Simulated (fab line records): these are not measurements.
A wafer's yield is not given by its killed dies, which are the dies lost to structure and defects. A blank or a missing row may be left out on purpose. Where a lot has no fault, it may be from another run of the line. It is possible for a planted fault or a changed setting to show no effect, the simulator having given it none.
fab line records	flow nand_harc
[record] lots = 12	wafers = 36	last_day = 28
route steps=1159 shown P_M0@277 P_M1@301 END@1159
lots untouched by any fault: they come from a run of this same line in which no faults occurred
start_h: hours from the record's first day to the start of the lot's first wafer shown	wait_h: hours elapsed since this lot's preceding step	" same as the row above	L1.1+2: a row that stands for several wafers	- no value, or no start given	* or withheld: withheld	< > ~ a bound
route shown NAME@n: NAME is a module with steps in the file, n the number in the route of the first one	usual: the fault-free wafers' mean and standard deviation	same: alike in all rows	chamber/n: place in a boat	sites: readings site by site	_std_site: standard deviation of those values	_edge_site: outer sites' mean less inner sites'	radius_mm: how far each site lies from the wafer's centre	mask NAME#n: copy n	behind: the tool/chamber that last shaped the wafer	hold: cause of the lot's hold/its duration in hours/its outcome	device: names the non-switching transistor (n, p or np)	end of line: at the end of the route, the tests of the same wafers	a step with no rows: only its recipe	killed: at the first sort, the dies lost to defects and structure; wafer yield is something else	map: per-die view of a wafer (x killed, . not killed, _ where there is no die)
set.NAME: setting as actually run; set.NAME@STEP: the setting as run at that earlier step	model.NAME: the simulator's own value behind a step, which no gauge read
a sample of lots followed through the steps of the route, with each step as a table and each wafer as a row
services: from which hour (start_h, from the record's first day; less than 0 if before it) a tool's chamber was out of use, for how many hours, and why
[[steps]]
[step NHARC_P_M0_ANNEAL_30]
[recipe] temp_c = 225	time_s = 90
[usual] wafer_temp_C_max = 226.17/0.28
lot.wafer	tool	chamber	start_h	wait_h	wafer_temp_C_max
L452.1	rtp_anneal-01	0	181.89	-	226.05
L452.3	"	0	"	"	226.07
L452.6	"	0	"	"	226.70
L454.4	rtp_anneal-02	0	192.26	-	226.21
L454.5	"	0	"	"	226.34
L454.6	"	0	"	"	226.22
L457.2	rtp_anneal-02	0	198.65	0.3	226.01
L457.3	"	0	"	"	226.25
L457.5	"	0	"	"	226.05
L458.2	rtp_anneal-01	0	201.07	0.4	226.23
L458.4	"	0	"	"	226.24
L458.5	"	0	"	"	226.51
L460.1	rtp_anneal-02	0	202.61	0.3	225.96
L460.3	"	0	"	"	226.44
L460.5	"	0	"	"	225.99
L464.1	rtp_anneal-01	0	216.07	0.3	226.45
L464.2	"	0	"	"	226.30
L464.6	"	0	"	"	226.27
L466.1	rtp_anneal-02	0	219.30	0.3	225.87
L466.2	"	0	"	"	225.93
L466.6	"	0	"	"	225.64
L465.4	rtp_anneal-02	0	220.02	0.3	225.97
L465.5	"	0	"	"	226.38
L465.6	"	0	"	"	226.07
L467.1	rtp_anneal-02	0	228.67	0.3	225.71
L467.2	"	0	"	"	225.81
L467.6	"	0	"	"	225.85
L468.1	rtp_anneal-01	0	233.78	0.3	226.60
L468.3	"	0	"	"	226.94
L468.6	"	0	"	"	226.29
L469.2	rtp_anneal-01	0	234.42	0.4	226.48
L469.4	"	0	"	"	226.20
L469.5	"	0	"	"	225.83
L471.1	rtp_anneal-01	0	248.85	0.3	226.18
L471.2	"	0	"	"	226.44
L471.6	"	0	"	"	226.49
[step NHARC_P_M0_CMP_23]
[recipe] t_overpolish_s = 20	target_thk_nm = 117.53
[usual] motor_current_A = 11.9/1.7	slurry_flow_ml_min = 150.1/0.49	time_to_endpoint_s = 29.5/2.5
lot.wafer	tool	chamber	start_h	wait_h	motor_current_A	slurry_flow_ml_min	time_to_endpoint_s
L452.1	cmp-04	3	182.23	-	12.0	149.8	28.9
L452.3	"	0	"	"	11.8	150.8	31.1
L452.6	"	3	"	"	12.1	149.8	27.1
L454.4	cmp-03	3	192.44	-	14.9	150.3	29.7
L454.6	"	3	"	"	14.5	149.9	33.1
L454.5	"	0	"	"	9.5	149.4	33.8
L457.2	cmp-03	0	199.00	-	9.5	149.2	31.8
L457.3	"	1	"	"	10.6	149.0	28.0
L457.5	"	3	"	"	14.8	150.6	29.7
L458.4	cmp-03	1	201.39	-	10.9	150.2	25.6
L458.2	"	2	"	"	11.4	149.5	27.8
L458.5	"	2	"	"	10.7	150.2	28.8
L460.3	cmp-03	3	202.95	-	15.0	149.6	28.2
L460.1	"	0	"	"	9.7	149.7	32.3
L460.5	"	3	"	"	14.5	150.1	29.3
L464.1	cmp-02	3	216.41	-	10.6	150.0	27.2
L464.2	"	0	"	"	14.0	149.5	22.5
L464.6	"	0	"	"	13.7	148.9	25.9
L466.2	cmp-02	2	219.70	-	12.9	151.0	32.1
L466.1	"	3	"	"	10.3	150.6	30.5
L466.6	"	0	"	"	14.0	150.2	26.9
L465.4	cmp-04	0	220.21	-	11.6	150.6	29.2
L465.6	"	0	"	"	11.5	150.4	29.4
L465.5	"	1	"	"	12.1	149.9	27.3
L467.1	cmp-03	3	229.07	-	15.7	150.2	29.1
L467.2	"	0	"	"	9.9	149.9	32.1
L467.6	"	2	"	"	10.9	149.5	31.6
L468.1	cmp-03	2	234.13	-	11.2	150.2	29.9
L468.3	"	3	"	"	15.1	150.6	28.5
L468.6	"	3	"	"	15.4	150.1	28.4
L469.4	cmp-03	2	234.77	-	11.1	149.7	28.7
L469.2	"	3	"	"	15.2	149.7	29.9
L469.5	"	1	"	"	10.6	150.5	26.9
L471.2	cmp-03	0	249.26	-	9.9	150.6	30.7
L471.1	"	1	"	"	10.6	150.1	29.7
L471.6	"	3	"	"	14.5	150.7	31.2
[step NHARC_P_M1_CD_MEAS_16]
[usual] cd_nm = 130.0/0.88
lot.wafer	tool	chamber	start_h	wait_h	cd_nm
L452.1	cd_sem-02	-	184.48	-	128.4
L452.3	"	-	"	"	131.2
L452.6	"	-	"	"	131.2
L454.4	cd_sem-03	-	195.32	-	129.6
L454.5	"	-	"	"	131.5
L454.6	"	-	"	"	130.8
L457.2	cd_sem-01	-	201.28	-	130.2
L457.3	"	-	"	"	130.3
L457.5	"	-	"	"	130.0
L458.2	cd_sem-01	-	203.94	-	130.2
L458.4	"	-	"	"	129.3
L458.5	"	-	"	"	128.3
L460.1	cd_sem-01	-	206.04	-	129.7
L460.3	"	-	"	"	130.0
L460.5	"	-	"	"	131.6
L464.1	cd_sem-03	-	218.76	-	131.1
L464.2	"	-	"	"	128.7
L464.6	"	-	"	"	129.8
L466.1	cd_sem-01	-	221.90	-	129.6
L466.2	"	-	"	"	130.7
L466.6	"	-	"	"	128.5
L465.4	cd_sem-01	-	222.58	-	132.3
L465.5	"	-	"	"	131.7
L465.6	"	-	"	"	131.1
L467.1	cd_sem-01	-	231.39	-	129.6
L467.2	"	-	"	"	128.7
L467.6	"	-	"	"	129.3
L468.1	cd_sem-02	-	236.48	-	130.0
L468.3	"	-	"	"	129.2
L468.6	"	-	"	"	131.8
L469.2	cd_sem-03	-	237.13	-	129.3
L469.4	"	-	"	"	130.8
L469.5	"	-	"	"	130.2
L471.1	cd_sem-02	-	251.58	-	130.4
L471.2	"	-	"	"	131.5
L471.6	"	-	"	"	130.8
[step NHARC_P_M1_STRIP_18]
[recipe] power_w = 1000	n2_flow_sccm = 150	h2_flow_sccm = 150	ar_flow_sccm = 0	bias_w = 0	chemistry = N2/H2
[usual] bias_w = 0/0	chamber_pressure_mTorr = 30.000/0.028	drypump_motor_current_A = 5.7/0.58	mfc_ar_sccm = 0.011/0.0082	oes_product_au = 0.996/0.01	rf_vpp_V = 90.5/0.99	showerhead_plenum_p_Torr = 2.02/0.11	throttle_valve_pct = 14.173/0.0093
lot.wafer	tool	chamber	start_h	wait_h	bias_w	chamber_pressure_mTorr	drypump_motor_current_A	mfc_ar_sccm	oes_product_au	rf_hours_counter_h	rf_vpp_V	showerhead_plenum_p_Torr	throttle_valve_pct
L452.1	rie_diel-02	1	184.59	0.1	0	30.017	6.2	0.001	1.002	0.8	90.6	2.11	14.177
L452.3	"	2	"	"	0	29.941	4.8	0.021	0.996	0.8	89.5	1.97	14.166
L452.6	"	0	"	"	0	30.044	5.7	0.011	0.993	-	91.4	2.18	14.157
L454.4	rie_diel-02	2	195.42	0.1	0	30.043	4.7	0.021	0.993	1.1	90.3	1.97	14.166
L454.5	"	1	"	"	0	30.002	6.2	0.001	0.993	-	90.9	2.11	14.163
L454.6	"	2	"	"	0	30.030	4.8	0.021	0.987	-	89.8	1.97	14.179
L457.2	rie_diel-02	1	201.38	0.1	-	-	-	-	-	-	-	-	-
L457.3	"	2	"	"	-	-	-	-	-	-	-	-	-
L457.5	"	1	"	"	-	-	-	-	-	-	-	-	-
L458.4	rie_diel-02	0	204.01	0.1	-	-	-	-	-	-	-	-	-
L458.2	"	2	"	"	-	-	-	-	-	-	-	-	-
L458.5	"	0	"	"	-	-	-	-	-	-	-	-	-
L460.1	rie_diel-13	1	206.14	0.1	-	-	-	-	-	-	-	-	-
L460.3	"	2	"	"	-	-	-	-	-	-	-	-	-
L460.5	"	0	"	"	-	-	-	-	-	-	-	-	-
L464.2	rie_diel-13	1	218.86	0.1	0	29.927	5.1	0.022	0.984	4.3	89.2	1.93	14.193
L464.1	"	3	"	"	0	29.964	6.4	0.007	0.994	3.6	89.7	1.91	14.171
L464.6	"	0	"	"	0	29.987	6.3	0.016	1.001	-	89.9	1.91	14.168
L466.2	rie_diel-13	2	221.98	0.1	0	29.957	5.7	0	0.996	4.6	90.0	2.19	14.164
L466.1	"	1	"	"	0	29.989	5.1	0.022	0.991	4.5	90.6	1.92	14.188
L466.6	"	2	"	"	0	29.989	5.7	0	0.989	-	90.8	2.19	14.176
L465.4	rie_diel-10	2	222.72	0.1	0	29.953	5.6	0.016	0.979	3.0	91.9	2.17	14.181
L465.6	"	3	"	"	0	29.986	4.8	0	0.993	-	90.2	1.90	14.165
L465.5	"	0	"	"	0	29.943	5.9	0.015	1.014	-	90.4	2.06	14.169
L467.1	rie_diel-13	1	231.49	0.1	0	30.015	5.1	0.022	0.997	5.4	90.3	1.92	14.177
L467.2	"	3	"	"	0	30.020	6.5	0.007	0.999	4.8	91.9	1.90	14.166
L467.6	"	0	"	"	0	29.988	6.3	0.016	1.013	-	89.8	1.91	14.159
L468.3	rie_diel-13	3	236.58	0.1	0	29.982	6.4	0.007	0.995	5.0	91.1	1.90	14.181
L468.1	"	0	"	"	0	30.008	6.3	0.016	1.001	5.4	90.4	1.91	14.173
L468.6	"	2	"	"	0	30.019	5.8	0	0.992	-	90.8	2.19	14.171
L469.2	rie_diel-02	3	237.25	0.1	0	29.984	5.0	0.009	1.004	2.6	91.4	1.94	14.180
L469.4	"	0	"	"	0	29.983	5.7	0.011	0.998	2.4	92.1	2.18	14.149
L469.5	"	1	"	"	0	30.017	6.2	0.001	0.985	-	90.2	2.11	14.178
L471.2	rie_diel-13	2	251.65	0.1	0	30.026	5.7	0	0.994	7.5	91.8	2.19	14.162
L471.1	"	0	"	"	0	30.021	6.3	0.016	1.002	7.4	90.7	1.91	14.185
L471.6	"	2	"	"	0	29.982	5.7	0	0.990	-	91.8	2.19	14.170
[step NHARC_END_SORT_01]
[recipe] temp_c = 25
[usual] defect_limited_yield = 95.1/1.7	killed_at_array = 29/11	killed_at_other = 0.5/0.85	killed_at_periphery = 3.0/2.3	killed_dies = 33/12	killed_open = 3.3/1.9	killed_short = 2.0/1.5	sort_bin_2_pct = 1.5/0.66	sort_bin_3_pct = 0.25/0.21	sort_bin_4_pct = 3.1/1.2	sort_n_pass = 644/12	sort_rim_yield_pct = 96.7/2	sort_yield_pct = 95.1/1.7
[same] gross_dies = 677	sort_bin_5_pct[%] = 0	sort_bin_6_pct[%] = 0	sort_bin_7_pct[%] = 0	sort_bin_8_pct[%] = 0	sort_rim_n_gross = 106.00
lot.wafer	tool	chamber	start_h	wait_h	hold	defect_limited_yield[%]	killed_at_array	killed_at_other	killed_at_periphery	killed_dies	killed_open	killed_short	sort_bin_2_pct[%]	sort_bin_3_pct[%]	sort_bin_4_pct[%]	sort_n_pass	sort_rim_yield_pct[%]	sort_yield_pct[%]
L452.1	prober-02	0	576.26	2.5	-	96.8	20	0	2	22	2	1	1.0	0.30	1.9	655	97.2	96.8
L452.3	prober-02	0	577.88	3.1	-	97.5	13	0	4	17	3	1	0.7	0	1.8	660	97.2	97.5
L452.6	prober-02	0	580.30	4.0	-	95.9	27	0	1	28	2	3	1.0	0.44	2.7	649	94.3	95.9
L454.4	prober-01	0	597.94	3.4	-	95.1	26	4	3	33	1	1	2.1	0.30	2.5	644	97.2	95.1
L454.5	prober-01	0	598.73	3.7	-	95.1	29	3	1	33	2	2	1.6	0.30	3.0	644	97.2	95.1
L454.6	prober-01	0	599.52	3.9	-	95.6	24	2	4	30	2	2	1.6	0.30	2.5	647	98.1	95.6
L458.2	prober-02	0	608.35	2.8	await_dispo/8.3h/scrap	5.2	25	3	614	642	3	1	91.4	0	3.4	35	0	5.2
L458.4	prober-02	0	609.93	3.4	await_dispo/8.3h/scrap	4.1	40	1	608	649	6	4	91.6	0.44	3.8	28	17.9	4.1
L458.5	prober-02	0	610.73	3.7	await_dispo/8.3h/scrap	4.4	30	2	615	647	3	3	91.9	0.44	3.2	30	22.6	4.4
L457.2	prober-01	0	611.71	2.8	await_dispo/1.6h/scrap	3.7	30	0	622	652	2	6	92.9	0.30	3.1	25	0	3.7
L457.3	prober-01	0	612.49	3.1	await_dispo/1.6h/scrap	4.6	34	0	612	646	4	1	91.6	0.44	3.4	31	0	4.6
L457.5	prober-01	0	614.05	3.6	await_dispo/1.6h/scrap	5.3	33	0	608	641	1	3	91.3	0	3.4	36	0	5.3
L467.1	prober-02	0	630.93	2.5	-	93.5	43	1	0	44	2	1	2.2	0.44	3.8	633	93.4	93.5
L467.2	prober-02	0	631.72	2.8	-	95.3	29	0	3	32	2	4	1.5	0.15	3.1	645	96.2	95.3
L467.6	prober-02	0	634.90	4.0	-	93.1	44	1	2	47	1	5	1.6	0.44	4.9	630	90.6	93.1
L465.4	prober-01	0	636.76	3.4	-	93.9	34	0	7	41	2	0	1.8	0.15	4.1	636	98.1	93.9
L465.5	prober-01	0	637.55	3.7	-	93.4	34	0	11	45	1	2	1.8	0.30	4.6	632	95.3	93.4
L465.6	prober-01	0	638.34	3.9	-	93.8	37	0	5	42	4	4	1.9	0.15	4.1	635	94.3	93.8
L466.1	prober-02	0	638.68	2.5	-	97.2	16	0	3	19	1	1	0.6	0	2.2	658	98.1	97.2
L466.2	prober-02	0	639.48	2.8	-	97.5	17	0	0	17	3	0	0.7	0.30	1.5	660	100.0	97.5
L466.6	prober-02	0	642.69	4.0	-	97.5	15	0	2	17	2	4	0.3	0	2.2	660	98.1	97.5
L469.2	prober-01	0	643.00	2.8	-	93.1	44	0	3	47	1	1	3.1	0.74	3.1	630	94.3	93.1
L469.4	prober-01	0	644.60	3.4	-	91.3	52	1	6	59	2	0	3.0	0.59	5.2	618	97.2	91.3
L469.5	prober-01	0	645.39	3.7	-	93.2	41	0	5	46	2	1	3.0	0.15	3.7	631	95.3	93.2
L468.1	prober-02	0	646.52	2.5	-	94.7	32	0	4	36	2	1	1.6	0.30	3.4	641	94.3	94.7
L468.3	prober-02	0	648.10	3.1	-	96.0	25	0	2	27	7	2	0.9	0.15	3.0	650	100.0	96.0
L468.6	prober-02	0	650.48	4.0	-	95.9	26	0	2	28	3	0	1.9	0.30	1.9	649	93.4	95.9
L464.1	prober-01	0	649.98	2.5	-	95.1	29	1	3	33	7	1	1.6	0.15	3.1	644	98.1	95.1
L464.2	prober-01	0	650.78	2.8	-	96.5	22	0	2	24	1	0	0.7	0.44	2.4	653	99.1	96.5
L464.6	prober-01	0	653.98	4.0	-	94.7	32	0	4	36	4	0	1.6	0.15	3.5	641	97.2	94.7
L460.1	prober-02	0	654.24	2.5	await_dispo/4.8h/scrap	4.6	42	0	604	646	7	4	92.0	0.15	3.2	31	23.6	4.6
L460.3	prober-02	0	655.84	3.1	await_dispo/4.8h/scrap	4.9	47	0	597	644	10	0	89.8	0	5.3	33	18.9	4.9
L460.5	prober-02	0	657.44	3.7	await_dispo/4.8h/scrap	4.4	49	0	598	647	2	1	90.3	0.30	5.0	30	10.4	4.4
L471.1	prober-02	0	662.07	2.5	-	97.8	15	0	0	15	2	0	0.6	0	1.6	662	97.2	97.8
L471.2	prober-02	0	662.86	2.8	-	96.9	18	0	3	21	6	3	1.2	0.15	1.8	656	97.2	96.9
L471.6	prober-02	0	666.03	4.0	-	97.3	16	0	2	18	2	3	0.6	0.15	1.9	659	97.2	97.3
// killed by level:class
L452.1 A_CONTACT:chamber_film_flake=7 A_CHANNEL_HOLE_D1:chamber_film_flake=5 A_BLC:chamber_film_flake=4 A_WL_FILL:chamber_film_flake=2 P_CONTACT:geometric_particle:open=1 A_CONTACT:geometric_particle:short=1 A_M1:geometric_particle:open=1 P_GATE:chamber_film_flake=1
L452.3 A_CHANNEL_HOLE_D1:chamber_film_flake=4 A_CONTACT:chamber_film_flake=3 A_BLC:chamber_film_flake=3 P_STI:chamber_film_flake=2 P_GATE:geometric_particle:open=1 A_CHANNEL_HOLE_D1:geometric_particle:short=1 A_WL_FILL:geometric_particle:open=1 A_CONTACT:geometric_particle:open=1
L452.6 A_CHANNEL_HOLE_D1:chamber_film_flake=8 A_CONTACT:chamber_film_flake=7 A_BLC:chamber_film_flake=6 A_CHANNEL_FILL_D1:geometric_particle:short=2 A_SLIT:geometric_particle:open=1 A_CONTACT:geometric_particle:short=1 A_M0:geometric_particle:open=1 P_GATE:chamber_film_flake=1
L454.4 A_CHANNEL_HOLE_D1:chamber_film_flake=17 A_SLIT:chamber_film_flake=5 THIN_TSV:chamber_film_flake=3 P_STI:chamber_film_flake=2 A_WL_FILL:chamber_film_flake=2 A_CHANNEL_HOLE_D1:geometric_particle:open=1 A_CONTACT:geometric_particle:short=1 P_ZERO_WELL:chamber_film_flake=1
L454.5 A_CHANNEL_HOLE_D1:chamber_film_flake=17 A_STAIRCASE:chamber_film_flake=3 A_CONTACT:chamber_film_flake=3 THIN_TSV:chamber_film_flake=3 A_CHANNEL_FILL_D1:geometric_particle:open=1 A_SGD_CUT:geometric_particle:short=1 A_CONTACT:geometric_particle:open=1 A_M0:geometric_particle:short=1
L454.6 A_CHANNEL_HOLE_D1:chamber_film_flake=13 A_CONTACT:chamber_film_flake=4 P_STI:chamber_film_flake=2 A_SLIT:chamber_film_flake=2 THIN_TSV:chamber_film_flake=2 P_GATE:geometric_particle:short=1 A_SOURCE_PLATE:geometric_particle:short=1 A_CHANNEL_FILL_D1:geometric_particle:open=1
L458.2 P_M1:area_strip=612 A_SLIT:chamber_film_flake=14 A_CHANNEL_HOLE_D1:chamber_film_flake=5 A_STAIRCASE:chamber_film_flake=2 A_CONTACT:chamber_film_flake=2 THIN_TSV:chamber_film_flake=2 P_CONTACT:geometric_particle:open=1 P_M2:geometric_particle:open=1
L458.4 P_M1:area_strip=607 A_SLIT:chamber_film_flake=19 A_CHANNEL_HOLE_D1:chamber_film_flake=7 A_CONTACT:geometric_particle:open=4 A_STAIRCASE:chamber_film_flake=2 A_CONTACT:chamber_film_flake=2 A_ONON_D1:geometric_particle:short=1 A_CHANNEL_HOLE_D1:geometric_particle:short=1
L458.5 P_M1:area_strip=611 A_SLIT:chamber_film_flake=14 A_CHANNEL_HOLE_D1:chamber_film_flake=6 A_CONTACT:chamber_film_flake=3 P_STI:chamber_film_flake=2 THIN_TSV:chamber_film_flake=2 P_CONTACT:geometric_particle:open=1 A_CHANNEL_FILL_D1:geometric_particle:short=1
L457.2 P_M1:area_strip=619 A_CHANNEL_HOLE_D1:chamber_film_flake=12 A_CONTACT:chamber_film_flake=7 A_CHANNEL_FILL_D1:geometric_particle:short=2 A_BLC:geometric_particle:short=2 A_STAIRCASE:chamber_film_flake=2 P_GATE:geometric_particle:open=1 P_M1:geometric_particle:short=1
L457.3 P_M1:area_strip=611 A_CHANNEL_HOLE_D1:chamber_film_flake=18 A_STAIRCASE:chamber_film_flake=3 A_M0:geometric_particle:open=2 A_CONTACT:chamber_film_flake=2 A_SLIT:chamber_film_flake=2 A_WL_FILL:chamber_film_flake=2 A_CHANNEL_HOLE_D1:geometric_particle:short=1
L457.5 P_M1:area_strip=607 A_CHANNEL_HOLE_D1:chamber_film_flake=17 A_CONTACT:chamber_film_flake=5 A_ZERO_WELL:chamber_film_flake=4 A_CHANNEL_FILL_D1:chamber_film_flake=2 A_CHANNEL_HOLE_D1:geometric_particle:short=1 A_SGD_CUT:geometric_particle:open=1 A_BLC:geometric_particle:short=1
L467.1 A_CHANNEL_HOLE_D1:chamber_film_flake=33 A_STAIRCASE:chamber_film_flake=3 A_WL_FILL:chamber_film_flake=2 A_CONTACT:chamber_film_flake=2 A_ONON_D1:geometric_particle:open=1 A_WL_FILL:geometric_particle:short=1 A_M1:geometric_particle:open=1 THIN_TSV:chamber_film_flake=1
L467.2 A_CHANNEL_HOLE_D1:chamber_film_flake=19 A_WL_FILL:chamber_film_flake=4 A_CONTACT:chamber_film_flake=2 P_GATE:geometric_particle:short=1 P_CONTACT:geometric_particle:open=1 A_ONON_D1:geometric_particle:short=1 A_CHANNEL_HOLE_D1:geometric_particle:open=1 A_CHANNEL_FILL_D1:geometric_particle:short=1
L467.6 A_CHANNEL_HOLE_D1:chamber_film_flake=22 A_STAIRCASE:chamber_film_flake=10 A_WL_FILL:chamber_film_flake=3 A_CONTACT:chamber_film_flake=3 A_WL_FILL:geometric_particle:short=2 P_M1:geometric_particle:short=1 A_SOURCE_PLATE:geometric_particle:short=1 A_CONTACT:geometric_particle:open=1
L465.4 A_SLIT:chamber_film_flake=17 A_CHANNEL_HOLE_D1:chamber_film_flake=8 A_STAIRCASE:chamber_film_flake=7 P_CONTACT:chamber_film_flake=6 P_CONTACT:geometric_particle:open=1 A_SOURCE_PLATE:geometric_particle:open=1 A_CHANNEL_FILL_D1:chamber_film_flake=1
L465.5 A_SLIT:chamber_film_flake=23 P_CONTACT:chamber_film_flake=8 A_CHANNEL_HOLE_D1:chamber_film_flake=4 A_CONTACT:chamber_film_flake=3 A_STAIRCASE:chamber_film_flake=2 P_M0:geometric_particle:short=1 P_M0:geometric_particle:open=1 A_CHANNEL_FILL_D1:geometric_particle:short=1
L465.6 A_SLIT:chamber_film_flake=12 A_CHANNEL_HOLE_D1:chamber_film_flake=10 A_CONTACT:chamber_film_flake=4 A_CHANNEL_FILL_D1:geometric_particle:short=2 P_STI:chamber_film_flake=2 P_CONTACT:chamber_film_flake=2 A_STAIRCASE:chamber_film_flake=2 P_CONTACT:geometric_particle:open=1
L466.1 A_BONDPAD:chamber_film_flake=6 A_CHANNEL_HOLE_D1:chamber_film_flake=5 A_STAIRCASE:chamber_film_flake=3 P_M1:geometric_particle:short=1 A_M0:geometric_particle:open=1 P_GATE:chamber_film_flake=1 P_M2:chamber_film_flake=1 A_BLC:chamber_film_flake=1
L466.2 A_CHANNEL_HOLE_D1:chamber_film_flake=9 A_STAIRCASE:chamber_film_flake=3 A_CONTACT:geometric_particle:open=2 A_BONDPAD:chamber_film_flake=2 A_SOURCE_PLATE:geometric_particle:open=1
L466.6 A_CHANNEL_HOLE_D1:chamber_film_flake=6 A_CHANNEL_FILL_D1:geometric_particle:short=2 A_BONDPAD:chamber_film_flake=2 P_CONTACT:geometric_particle:short=1 A_ONON_D1:geometric_particle:short=1 A_M0:geometric_particle:open=1 A_M1:geometric_particle:open=1 P_GATE:chamber_film_flake=1
L469.2 A_CHANNEL_HOLE_D1:chamber_film_flake=17 A_SLIT:chamber_film_flake=16 A_CONTACT:chamber_film_flake=5 A_STAIRCASE:chamber_film_flake=3 P_STI:chamber_film_flake=2 P_CONTACT:geometric_particle:short=1 A_ONON_D1:geometric_particle:open=1 A_CHANNEL_FILL_D1:chamber_film_flake=1
L469.4 A_SLIT:chamber_film_flake=18 A_CHANNEL_HOLE_D1:chamber_film_flake=16 A_STAIRCASE:chamber_film_flake=5 A_CHANNEL_FILL_D1:chamber_film_flake=4 P_STI:chamber_film_flake=4 A_CONTACT:chamber_film_flake=4 A_ZERO_WELL:chamber_film_flake=2 A_BLC:geometric_particle:open=1
L469.5 A_CHANNEL_HOLE_D1:chamber_film_flake=15 A_SLIT:chamber_film_flake=12 A_CONTACT:chamber_film_flake=4 P_STI:chamber_film_flake=3 A_STAIRCASE:chamber_film_flake=3 A_CHANNEL_FILL_D1:geometric_particle:open=2 A_WL_FILL:chamber_film_flake=2 A_M0:chamber_film_flake=2
L468.1 A_STAIRCASE:chamber_film_flake=11 A_CHANNEL_HOLE_D1:chamber_film_flake=7 A_CHANNEL_FILL_D1:chamber_film_flake=3 A_BLC:chamber_film_flake=3 P_M2:chamber_film_flake=2 A_WL_FILL:chamber_film_flake=2 P_CONTACT:geometric_particle:open=1 A_CHANNEL_HOLE_D1:geometric_particle:short=1
L468.3 A_STAIRCASE:chamber_film_flake=8 A_CHANNEL_HOLE_D1:chamber_film_flake=5 A_BLC:chamber_film_flake=4 A_CONTACT:geometric_particle:open=2 A_M1:geometric_particle:open=2 P_BONDPAD:geometric_particle:open=1 A_ONON_D1:geometric_particle:open=1 A_CHANNEL_FILL_D1:geometric_particle:short=1
L464.1 A_CHANNEL_HOLE_D1:chamber_film_flake=19 A_CONTACT:chamber_film_flake=3 A_CONTACT:geometric_particle:open=2 A_M0:geometric_particle:open=2 A_SLIT:chamber_film_flake=2 P_CONTACT:geometric_particle:open=1 P_M1:geometric_particle:open=1 A_WL_FILL:geometric_particle:short=1
L468.6 A_STAIRCASE:chamber_film_flake=7 A_CHANNEL_HOLE_D1:chamber_film_flake=6 A_WL_FILL:chamber_film_flake=4 A_CONTACT:chamber_film_flake=3 A_WL_FILL:geometric_particle:open=2 A_BLC:chamber_film_flake=2 A_CONTACT:geometric_particle:open=1 P_M0:chamber_film_flake=1
L464.2 A_CHANNEL_HOLE_D1:chamber_film_flake=16 P_ZERO_WELL:chamber_film_flake=2 A_STAIRCASE:chamber_film_flake=2 A_SLIT:chamber_film_flake=2 A_M0:geometric_particle:open=1 A_BLC:chamber_film_flake=1
L464.6 A_CHANNEL_HOLE_D1:chamber_film_flake=24 A_SLIT:chamber_film_flake=6 P_ZERO_WELL:chamber_film_flake=2 P_CONTACT:geometric_particle:open=1 P_M1:geometric_particle:open=1 A_ONON_D1:geometric_particle:open=1 A_CHANNEL_FILL_D1:geometric_particle:open=1
L460.1 P_M1:area_strip=600 A_SLIT:chamber_film_flake=18 A_CHANNEL_HOLE_D1:chamber_film_flake=13 A_CONTACT:chamber_film_flake=2 P_CONTACT:geometric_particle:open=1 P_M0:geometric_particle:open=1 P_M1:geometric_particle:open=1 P_M1:geometric_particle:short=1
L460.3 P_M1:area_strip=594 A_SLIT:chamber_film_flake=19 A_CHANNEL_HOLE_D1:chamber_film_flake=14 A_CONTACT:geometric_particle:open=4 A_CONTACT:chamber_film_flake=4 A_ONON_D1:geometric_particle:open=3 P_M0:geometric_particle:open=1 A_CHANNEL_FILL_D1:geometric_particle:open=1
L460.5 P_M1:area_strip=596 A_SLIT:chamber_film_flake=24 A_CHANNEL_HOLE_D1:chamber_film_flake=21 A_STAIRCASE:chamber_film_flake=2 P_CONTACT:geometric_particle:open=1 A_SGD_CUT:geometric_particle:short=1 A_CONTACT:geometric_particle:open=1 P_GATE:chamber_film_flake=1
L471.1 A_CHANNEL_HOLE_D1:chamber_film_flake=9 A_M0:geometric_particle:open=2 A_CONTACT:chamber_film_flake=2 A_ZERO_WELL:chamber_film_flake=1 A_STAIRCASE:chamber_film_flake=1
L471.2 A_CHANNEL_HOLE_D1:chamber_film_flake=6 A_STAIRCASE:chamber_film_flake=3 A_M0:geometric_particle:open=2 P_CONTACT:geometric_particle:open=1 P_CONTACT:geometric_particle:short=1 A_ONON_D1:geometric_particle:short=1 A_WL_FILL:geometric_particle:short=1 A_WL_FILL:geometric_particle:open=1
L471.6 A_CHANNEL_HOLE_D1:chamber_film_flake=8 A_SGD_CUT:geometric_particle:open=2 A_SLIT:chamber_film_flake=2 P_CONTACT:geometric_particle:short=1 A_SGD_CUT:geometric_particle:short=1 A_M0:geometric_particle:short=1 P_STI:chamber_film_flake=1 A_ZERO_WELL:chamber_film_flake=1
[[services]]
tool	chamber	start_h	hours	kind
cmp-03	-	160.00	-	consumable_replace:conditioner
cmp-03	-	160.00	-	consumable_replace:pad
cmp-03	-	163.08	0.5	repair
rie_diel-10	-	176.50	9.0	pm
rie_diel-02	1	177.43	1.4	repair
rie_diel-02	0	177.51	4.2	repair
rie_diel-13	0	181.50	-	clean
rie_diel-13	1	181.50	-	clean
rie_diel-13	2	181.50	-	clean
rie_diel-13	3	181.50	-	clean
cmp-04	-	197.70	0.6	repair
cmp-04	-	203.14	4.0	pm
cmp-03	-	205.52	5.8	repair
rie_diel-13	0	206.00	-	clean
rie_diel-13	1	206.00	-	clean
rie_diel-13	2	206.00	-	clean
rie_diel-13	3	206.00	-	clean
rie_diel-10	1	208.77	2.3	repair
rie_diel-13	2	223.26	7.6	repair
cmp-03	-	224.99	0.2	repair
cmp-02	-	226.52	4.0	pm
rie_diel-13	0	230.50	-	clean
cmp-02	-	235.04	2.3	repair
rie_diel-02	-	249.98	0.2	repair
[[key]]
[first_sign] step = NHARC_P_M1_STRIP_18	reading = tool_record	direction = missing
[effect] step = NHARC_END_SORT_01	reading = killed_at_periphery	direction = up	sigmas = 99+	usual = 3.0	struck = 608.7
[more_kills_born_at] NHARC_P_M1_STRIP_18@rie_diel-02 = 3667	NHARC_P_M1_STRIP_18@rie_diel-13 = 1790
met_at NHARC_P_M1_STRIP_18
struck_lots L457,L458,L460
later_rows_left_out L457.2,L457.3,L457.5,L458.2,L458.4,L458.5,L460.1,L460.3,L460.5
not_acting_at NHARC_P_M0_ANNEAL_30,NHARC_P_M0_CMP_23,NHARC_P_M1_CD_MEAS_16
onset_between 195.42 201.38
[fault] kind = skipped_step_whole	tool = rie_diel-02,rie_diel-13	chamber = -	onset_h = 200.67	steps = NHARC_P_M1_STRIP_18	scope = struck_lots_only
// later_rows_left_out: the simulator's readings of these wafers behind a module that went badly wrong aren't trusted and aren't shown, but for the sort
